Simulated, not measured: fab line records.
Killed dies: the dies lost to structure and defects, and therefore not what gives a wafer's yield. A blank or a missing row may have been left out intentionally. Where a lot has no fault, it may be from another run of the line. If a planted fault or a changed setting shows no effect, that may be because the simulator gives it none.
Comparing a struck lot with a sound one :: flow nand_harc :: 14 out of 1159 route steps
Sound: these wafers, L643.3, L643.5, L643.6. The struck wafers were L647.1, L647.3, L647.5. The cause is named last.
Each step with rows lists, per side, the tool, then ch with its chambers, then its first start. Under that, the readings that differ: sound wafers :: struck wafers :: difference of the means :: sigmas: that difference in standard deviations of wafers without a fault.
alike: words and numbers the same on both sides, and readings whose means are apart by under 2 such deviations; not compared: readings that were withheld, readings missing a value for some wafer, numbers with overlapping values and no deviation given by the record, and bounds like >300 which may hide the same value.
Wherever a step has rows on one side only, a row that says differs or no value, or a row with sigmas, the two part there. Numbers that don't overlap but have no deviation are shown without sigmas and don't part them. A reading that every wafer of one side lacks parts them only if that side has two wafers or more.

first, 1 step without rows for these wafers: NHARC_P_M0_SRD_25.
NHARC_P_M0_INSPECT_27:
  sound on defect_inspect-02, day 5 23:29; struck on defect_inspect-02, day 7 02:09
  alike: raw_defect_count
NHARC_P_M0_PRE_CLEAN_31: time 12 s.
  sound on pecvd-01 ch 0,2, day 5 23:34; struck on pecvd-04 ch 0,2, day 7 02:19
  alike: heater_power_w
NHARC_P_M0_DEP_32: deposits SiCN, target thk 30 nm.
  sound on pecvd-01 ch 0,2, day 5 23:41; struck on pecvd-04 ch 0,2, day 7 02:23
  alike: heater_power_w
then, 7 steps without rows for these wafers: NHARC_P_M1_DEP_00 (deposits SiOC, target thk 182.5 nm); NHARC_P_M1_DEHYDRATE_01 (time 120 s); NHARC_P_M1_HMDS_02 (time 30 s); NHARC_P_M1_COAT_34 (time 65 s); NHARC_P_M1_COAT_03 (resist thk 90 nm); NHARC_P_M1_SOFTBAKE_04 (time 55 s); NHARC_P_M1_EBR_05.
NHARC_P_M1_EXPOSE_06: exposes mask P M1, target cd 130 nm.
  sound on arfi_scanner-03 ch 0, day 6 01:07; struck on arfi_scanner-02 ch 0, day 7 03:21
reading: model.P_M1.overlay_x_nm (nm)
sound: -0.5791 -0.5791 -0.5791
struck: 1.051 1.051 1.051
difference: +1.630
sigmas: 
  alike: mask, exposure_dose_mJ_cm2, focus_offset_nm
then, 2 steps without rows for these wafers: NHARC_P_M1_PEB_07 (peb time 65 s); NHARC_END_SORT_01.

WHERE THEY PART
Nowhere in this record.

WHY: the cause the simulator had injected
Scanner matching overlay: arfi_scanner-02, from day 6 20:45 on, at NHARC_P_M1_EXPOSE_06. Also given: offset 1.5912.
